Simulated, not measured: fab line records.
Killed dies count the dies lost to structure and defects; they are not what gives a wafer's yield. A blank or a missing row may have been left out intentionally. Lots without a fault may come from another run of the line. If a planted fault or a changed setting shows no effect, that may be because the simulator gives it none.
fab line records	flow n5Finfet
[record] lots = 11	wafers = 27	lastDay = 17
route steps=1938 shown BEOL_M1@801 BEOL_M4@1111 PASSIVATION@1936
lots with no fault: from the same line, run without faults
startH: hours from the record's opening day to when the first of the lot's shown wafers began	waitH: hours since the lot's step before	" as in the row above	L1.1+2: a row that stands for several wafers	- no value, or no start given	* or withheld: withheld	< > ~ a bound
route shown NAME@n: names a module that has steps shown in the file, with the first one's number in the route	usual: mean/standard deviation taken from wafers without a fault	same: alike in all rows	chamber/n: place in a boat	sites: readings site by site	_std_site: standard deviation of those values	_edge_site: mean of outer sites minus mean of inner sites	radiusMm: how far each site lies from the wafer's centre	mask NAME#n: copy n	behind: tool/chamber where the wafer was last shaped	hold: cause of the lot's hold/its duration in hours/its outcome	device: which transistor (n, p or np) failed to switch	end of line: tests of these same wafers at the route's end	a step without rows: its recipe alone	killed: dies lost to structure and defects at the first sort, not the wafer's yield	map: a wafer's dies, marking killed ones x, the rest . and places with no die _
set.NAME: setting as actually run; set.NAME@STEP: the setting as run at that earlier step	model.NAME: the simulator's own value behind a step, which no gauge read
a sample of lots followed through the steps of the route, with each step as a table and each wafer as a row
services: when a tool's chamber went out of use (startH, in hours from the record's first day, below 0 if earlier), for how many hours, and the reason
[[steps]]
[step N5_BEOL_M1_ETCH_41]
[recipe] chemistry = CH3F/O2	target = SiCN	targetDepthA = 319	taperDeg = 2	timeS = 57.8	ionEnergyEv = 120	maskMaterial = TiN	pressureMtorr = 30	sourceW = 395	biasW = 75	Ar_flow_sccm = 150	CH3F_flow_sccm = 30	O2_flow_sccm = 20
[usual] drypumpMotorCurrentA = 5.5/0.41	oesProductAu = 0.80/0.086	rfVppV = 297.4/1.5	showerheadPlenumPTorr = 2.00/0.06	throttleValvePct = 16.38/0.25
lot.wafer	tool	chamber	startH	waitH	drypumpMotorCurrentA	oesProductAu	rfHoursCounterH	rfVppV	showerheadPlenumPTorr	throttleValvePct
L342.1	rieDiel-06	1	-	-	6.3	0.92	9	300.0	2.12	16.04
L342.2	"	0	"	"	5.0	0.70	207	295.4	1.98	16.67
L342.3	"	2	"	"	5.6	0.78	111	296.7	1.94	16.59
L343.1	rieDiel-06	0	-	-	5.0	0.70	208	297.4	1.98	16.68
L343.4	"	2	"	"	5.6	0.77	-	295.1	1.94	16.61
L347.2	rieDiel-04	1	-	-	5.4	0.73	178	296.3	1.99	16.66
L347.3	"	0	"	"	5.6	0.95	8	296.0	1.95	16.31
L347.6	"	2	"	"	5.2	0.89	-	297.9	2.05	16.29
L348.1	rieDiel-04	2	-	-	5.2	0.88	28	299.3	2.05	16.30
L348.3	"	1	"	"	5.4	0.72	180	298.1	1.99	16.65
L348.6	"	1	"	"	5.4	0.72	-	297.4	1.99	16.67
L349.4	rieDiel-06	2	-	-	5.6	0.78	121	295.8	1.94	16.61
L349.5	"	0	"	"	5.0	0.70	-	296.8	1.98	16.69
L350.1	rieDiel-04	2	-	-	5.2	0.88	32	297.4	2.05	16.27
L350.5	"	1	"	"	5.4	0.72	-	298.8	1.99	16.67
L351.4	rieDiel-04	3	-	-	4.8	1.00	3	296.9	1.98	15.96
L351.6	"	1	"	"	5.4	0.71	-	295.8	1.99	16.69
L353.1	rieDiel-05	3	-	-	5.6	0.67	220	299.4	2.08	16.57
L353.3	"	2	"	"	5.8	0.83	65	298.0	2.02	16.17
L353.5	"	0	"	"	5.2	0.78	-	296.0	1.92	16.48
L359.1	rieDiel-04	1	-	-	5.4	0.70	202	297.4	1.98	16.70
L359.5	"	3	"	"	4.8	0.94	-	297.5	1.98	15.98
L362.1	rieDiel-06	3	-	-	4.8	0.83	55	295.6	1.94	15.97
L362.4	"	0	"	"	5.0	0.68	245	295.9	1.97	16.76
L363.3	rieDiel-05	2	-	-	5.8	0.80	83	298.5	2.01	16.20
L363.4	"	0	"	"	5.1	0.75	144	295.8	1.91	16.51
L363.6	"	0	"	"	5.1	0.75	-	296.1	1.91	16.51
[step N5_BEOL_M1_CVD_47]
[recipe] material = Co	targetThkA = 30	tempC = withheld	precursor = CCTBA/H2	pressureTorr = 30	timeS = 223.8
[usual] runLengthS = 246.7/0.6
lot.wafer	tool	chamber	startH	waitH	runLengthS
L342.1	cvdCo-02	0	132.95	0.3	247.5
L342.2	"	2	"	"	246.9
L342.3	"	2	"	"	246.9
L343.1	cvdCo-01	0	133.28	0.4	247.8
L343.4	"	1	"	"	246.8
L347.2	cvdCo-01	1	158.60	0.0	247.4
L347.3	"	2	"	"	245.8
L347.6	"	2	"	"	245.9
L348.1	cvdCo-01	2	164.15	0.2	246.4
L348.3	"	0	"	"	247.1
L348.6	"	1	"	"	247.0
L349.4	cvdCo-02	1	168.82	0.1	246.3
L349.5	"	2	"	"	246.6
L350.1	cvdCo-02	0	176.67	0.3	246.7
L350.5	"	2	"	"	247.5
L351.4	cvdCo-01	0	185.19	0.1	247.2
L351.6	"	1	"	"	247.1
L353.1	cvdCo-02	2	189.38	0.1	246.8
L353.3	"	0	"	"	246.9
L353.5	"	1	"	"	245.9
L359.1	cvdCo-01	0	232.09	0.0	183.6
L359.5	"	2	"	"	246.0
L362.1	cvdCo-01	2	249.69	0.0	182.6
L362.4	"	1	"	"	184.0
L363.3	cvdCo-01	1	258.08	0.0	247.1
L363.4	"	0	"	"	183.6
L363.6	"	1	"	"	247.8
[step N5_BEOL_M1_SPUTTER_79]
[recipe] material = Cu	targetThkA = 45	tempC = -20	chamberPressurePa = 0.07	powerW = withheld	timeS = 8.29
[usual] chuckGasFlowSccm = 1.26/0.053	throttleValvePct = 30.0/0.93
lot.wafer	tool	chamber	startH	waitH	chuckGasFlowSccm	throttleValvePct
L342.1	pvdSputter-01	-	133.40	0.1	1.29	28.6
L342.2	"	-	"	"	1.24	30.2
L342.3	"	-	"	"	1.25	29.4
L343.1	pvdSputter-03	-	134.96	0.1	1.24	30.0
L343.4	"	-	"	"	1.25	30.4
L347.2	pvdSputter-02	-	158.98	0.1	1.28	29.7
L347.3	"	-	"	"	1.23	32.3
L347.6	"	-	"	"	1.16	30.2
L348.1	pvdSputter-03	-	166.02	0.1	1.34	31.6
L348.3	"	-	"	"	1.28	29.8
L348.6	"	-	"	"	1.34	31.9
L349.4	pvdSputter-02	-	169.14	0.1	1.26	32.2
L349.5	"	-	"	"	1.29	29.5
L350.1	pvdSputter-03	-	177.78	0.1	1.13	30.2
L350.5	"	-	"	"	1.18	31.6
L351.4	pvdSputter-01	-	185.55	0.1	1.23	28.5
L351.6	"	-	"	"	1.25	28.7
L353.1	pvdSputter-01	-	190.46	0.1	1.26	28.6
L353.3	"	-	"	"	1.21	29.9
L353.5	"	-	"	"	1.27	30.3
L359.1	pvdSputter-01	-	232.47	0.1	1.22	30.0
L359.5	"	-	"	"	1.20	29.4
L362.1	pvdSputter-03	-	250.07	0.1	1.30	30.4
L362.4	"	-	"	"	1.26	31.6
L363.3	pvdSputter-01	-	258.46	0.1	1.31	30.1
L363.4	"	-	"	"	1.29	30.3
L363.6	"	-	"	"	1.33	28.4
[step N5_BEOL_M1_SPUTTER_81]
[recipe] material = Cu	targetThkA = 45	tempC = -20	chamberPressurePa = 0.07	powerW = withheld	timeS = 8.29
[usual] chuckGasFlowSccm = 1.26/0.052	throttleValvePct = 30.0/0.95
lot.wafer	tool	chamber	startH	waitH	chuckGasFlowSccm	throttleValvePct
L342.1	pvdSputter-01	-	133.62	0.1	1.27	28.7
L342.2	"	-	"	"	1.26	30.3
L342.3	"	-	"	"	1.26	29.3
L343.1	pvdSputter-03	-	135.18	0.1	1.19	29.6
L343.4	"	-	"	"	1.19	30.5
L347.2	pvdSputter-02	-	159.20	0.1	1.21	29.9
L347.3	"	-	"	"	1.24	32.1
L347.6	"	-	"	"	1.25	30.0
L348.1	pvdSputter-03	-	166.24	0.1	1.20	31.8
L348.3	"	-	"	"	1.21	29.9
L348.6	"	-	"	"	1.25	31.9
L349.4	pvdSputter-02	-	169.36	0.1	1.29	31.9
L349.5	"	-	"	"	1.18	29.5
L350.1	pvdSputter-03	-	178.00	0.1	1.30	30.0
L350.5	"	-	"	"	1.24	31.8
L351.4	pvdSputter-01	-	185.77	0.1	1.32	28.5
L351.6	"	-	"	"	1.18	28.5
L353.1	pvdSputter-01	-	190.68	0.1	1.26	28.4
L353.3	"	-	"	"	1.26	30.2
L353.5	"	-	"	"	1.32	30.3
L359.1	pvdSputter-01	-	232.69	0.1	1.22	30.2
L359.5	"	-	"	"	1.14	29.5
L362.1	pvdSputter-03	-	250.29	0.1	1.20	30.2
L362.4	"	-	"	"	1.24	31.8
L363.3	pvdSputter-01	-	258.68	0.1	1.23	30.0
L363.4	"	-	"	"	1.31	30.2
L363.6	"	-	"	"	1.28	28.3
[step N5_BEOL_M4_RC_MEAS_101]
[usual] DIBL_N = 36.6/2.3	DIBL_P = 36.3/2.8	IOFF_N = 0.17/0.047	IOFF_P = 0.22/0.048	ION_N = 676/14	ION_P = 463/9.4	SS_N = 71.6/0.84	SS_P = 73.4/0.85	VT_N = 249/3.7	VT_P = -249/3.6
lot.wafer	tool	chamber	startH	waitH	DIBL_N[mV/V]	DIBL_P[mV/V]	IOFF_N[nA/um]	IOFF_P[nA/um]	ION_N[uA/um]	ION_P[uA/um]	SS_N[mV/dec]	SS_P[mV/dec]	VT_N[mV]	VT_P[mV]
L342.1	prober-02	0	167.15	0.0	35.1	32.6	0.15	0.18	667	461	72.0	73.0	249	-249
L342.2	"	0	"	"	34.6	33.7	0.13	0.18	679	470	70.9	71.8	253	-249
L342.3	"	0	"	"	37.2	37.4	0.18	0.24	674	467	71.3	73.8	248	-248
L343.1	prober-01	0	179.42	0.0	36.9	36.2	0.16	0.22	660	461	71.9	73.2	249	-249
L343.4	"	0	"	"	35.2	33.8	0.14	0.19	671	462	71.6	72.3	254	-254
L347.2	prober-02	0	196.44	0.2	36.7	35.6	0.17	0.20	669	450	71.4	73.6	249	-253
L347.3	"	0	"	"	36.6	36.1	0.17	0.21	667	458	71.7	72.8	250	-249
L347.6	"	0	"	"	37.7	37.9	0.21	0.23	677	460	72.2	74.1	247	-251
L348.1	prober-02	0	204.35	0.0	34.6	32.4	0.12	0.14	672	458	71.3	72.5	255	-256
L348.3	"	0	"	"	39.8	40.0	0.20	0.24	696	465	72.4	74.5	250	-250
L348.6	"	0	"	"	39.2	39.3	0.18	0.23	694	469	72.4	74.1	248	-251
L349.4	prober-01	0	206.33	0.5	34.9	34.5	0.15	0.22	683	473	70.9	72.8	246	-246
L349.5	"	0	"	"	33.2	32.8	0.12	0.19	672	470	70.8	72.7	253	-249
L350.1	prober-02	0	214.55	0.0	39.4	39.4	0.21	0.22	690	463	72.2	74.4	246	-253
L350.5	"	0	"	"	40.5	39.7	0.26	0.24	688	460	72.3	74.2	244	-250
L351.4	prober-01	0	220.99	0.5	38.0	39.6	0.23	0.33	697	481	71.9	74.5	246	-240
L351.6	"	0	"	"	36.7	37.7	0.19	0.27	677	471	72.0	74.3	249	-242
L353.1	prober-02	0	228.71	0.0	36.1	35.7	0.15	0.18	656	448	71.1	72.7	253	-253
L353.3	"	0	"	"	36.9	35.5	0.17	0.18	689	466	71.6	73.2	248	-249
L353.5	"	0	"	"	37.1	34.7	0.17	0.16	647	437	73.2	72.6	253	-255
L359.1	prober-02	0	265.61	0.0	39.0	40.8	0.24	0.32	689	475	72.3	74.6	241	-241
L359.5	"	0	"	"	37.3	36.9	0.20	0.24	683	471	72.7	74.1	247	-248
L363.3	prober-02	0	291.28	0.3	36.4	35.4	0.16	0.19	668	458	71.6	72.9	250	-252
L363.4	"	0	"	"	34.7	33.0	0.13	0.17	688	471	71.2	72.6	250	-251
L363.6	"	0	"	"	36.7	35.2	0.16	0.20	681	469	71.7	73.6	252	-248
L362.1	prober-02	0	294.86	0.0	36.3	35.6	0.18	0.20	687	461	71.3	73.9	247	-252
L362.4	"	0	"	"	35.3	35.1	0.15	0.19	659	446	71.2	72.9	247	-252
[step N5_PASSIVATION_PROBE_49]
[usual] defectLimitedYield = 91.5/1.5	killed_at_M0_to_M3 = 33/9.9	killed_at_M4_up = 14/5.2	killedAtContacts = 11/5.2	killedAtFrontEnd = 38/10	killedAtOther = 4/3.5	killedDies = 100/18	killedOpen = 66/14	killedShort = 32/6.9	sort_bin_5_function = 5.0/1	sort_bin_6_memory = 3.1/0.69	sort_bin_8_speed = 0.03/0.26	sortNPass = 1080/18	sortYieldPct = 91.5/1.5
[same] grossDies = 1180	killedAtBackSide = 0	sort_bin_4_leakage[%] = 0
lot.wafer	tool	chamber	startH	waitH	defectLimitedYield[%]	killed_at_M0_to_M3	killed_at_M4_up	killedAtContacts	killedAtFrontEnd	killedAtOther	killedDies	killedOpen	killedShort	sort_bin_5_function[%]	sort_bin_6_memory[%]	sort_bin_8_speed[%]	sortNPass	sortYieldPct[%]
L362.1	prober-01	-	404.08	0.0	90.2	47	12	8	44	5	116	69	45	5.3	4.4	0	1064	90.2
L362.4	prober-01	-	404.23	0.2	87.2	56	15	11	54	15	151	97	45	7.5	5.0	0	1029	87.2
L359.1	prober-02	-	404.83	0.0	93.7	29	9	7	29	0	74	44	26	3.8	2.3	0	1106	93.7
L359.5	prober-02	-	405.03	0.2	91.9	32	19	8	34	3	96	63	31	4.6	2.8	0	1084	91.9
// killed by level:class
L362.1 FIN_SAQP:geometricParticle:open=14 BEOL_M0_SAQP:geometricParticle:open=11 BEOL_M3:geometricParticle:open=10 BEOL_M0_SAQP:geometricParticle:short=9 STI_FIN_REVEAL:geometricParticle:open=8 BEOL_M2:geometricParticle:open=8 MOL_CONTACT_COAG:geometricParticle:open=7 BEOL_M3:geometricParticle:short=7
L362.4 BEOL_M0_SAQP:geometricParticle:short=15 STI_FIN_REVEAL:geometricParticle:open=14 BEOL_M0_SAQP:geometricParticle:open=14 FIN_SAQP:geometricParticle:open=12 BEOL_M3:geometricParticle:open=11 MOL_CONTACT_COAG:geometricParticle:open=10 PASSIVATION:areaEtch=9 BEOL_M2:geometricParticle:open=8
L359.1 BEOL_M0_SAQP:geometricParticle:short=9 STI_FIN_REVEAL:geometricParticle:open=8 MOL_CONTACT_COAG:geometricParticle:open=6 BEOL_M0_SAQP:geometricParticle:open=6 FIN_SAQP:geometricParticle:open=5 BEOL_M2:geometricParticle:open=5 STI_FIN_REVEAL:geometricParticle:short=4 BEOL_M0:geometricParticle:open=4
L359.5 STI_FIN_REVEAL:geometricParticle:open=12 BEOL_M2:geometricParticle:open=11 BEOL_M4:geometricParticle:open=8 BEOL_M0_SAQP:geometricParticle:short=7 FIN_SAQP:geometricParticle:short=5 DUMMY_GATE:geometricParticle:open=5 MOL_CONTACT_COAG:geometricParticle:open=5 GATE_CUT:geometricParticle:short=4
[[services]]
tool	chamber	startH	hours	kind
cvdCo-01	-	108.55	6.9	pm
cvdCo-01	2	115.81	14.0	repair
rieDiel-04	0	121.04	-	clean
rieDiel-04	0	121.04	-	consumableReplace:focusRing
rieDiel-04	0	121.04	17.3	scheduledDown
rieDiel-04	0	121.04	17.3	ventCycle
cvdCo-01	-	123.44	0.9	repair
rieDiel-06	3	129.28	3.8	repair
rieDiel-04	2	140.35	6.3	repair
rieDiel-04	3	142.94	15.3	repair
cvdCo-02	-	145.58	0.9	repair
rieDiel-06	3	153.13	9.8	repair
rieDiel-06	2	156.30	7.3	repair
rieDiel-04	3	158.35	-	clean
rieDiel-04	3	158.35	-	consumableReplace:focusRing
rieDiel-04	3	158.35	17.2	scheduledDown
rieDiel-04	3	158.35	17.2	ventCycle
rieDiel-05	3	159.35	16.8	repair
rieDiel-05	0	165.72	3.0	repair
cvdCo-01	1	190.56	7.6	repair
cvdCo-02	0	196.33	2.2	repair
rieDiel-05	-	199.23	2.8	pm
cvdCo-02	0	202.91	7.9	repair
cvdCo-01	0	203.59	15.8	repair
[[key]]
[firstSign] step = N5_BEOL_M1_CVD_47	reading = runLengthS	direction = down	sigmas = 99+	usual = *	struck = *
effect none on later readings
metAt N5_BEOL_M1_CVD_47
struckLots L359,L362,L363
struckWafers L359.1,L362.1,L362.4,L363.4
notActingAt N5_BEOL_M1_ETCH_41,N5_BEOL_M1_SPUTTER_79,N5_BEOL_M1_SPUTTER_81
onsetBetween 185.19 232.09
[fault] kind = processParameterDrift	tool = cvdCo-01	chamber = -	onsetH = 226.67	steps = N5_BEOL_M1_CVD_47	channel = timeS	offset = *	shape = step	endH = 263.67	scope = struckWafersOnly	actsIn = *	stated = *
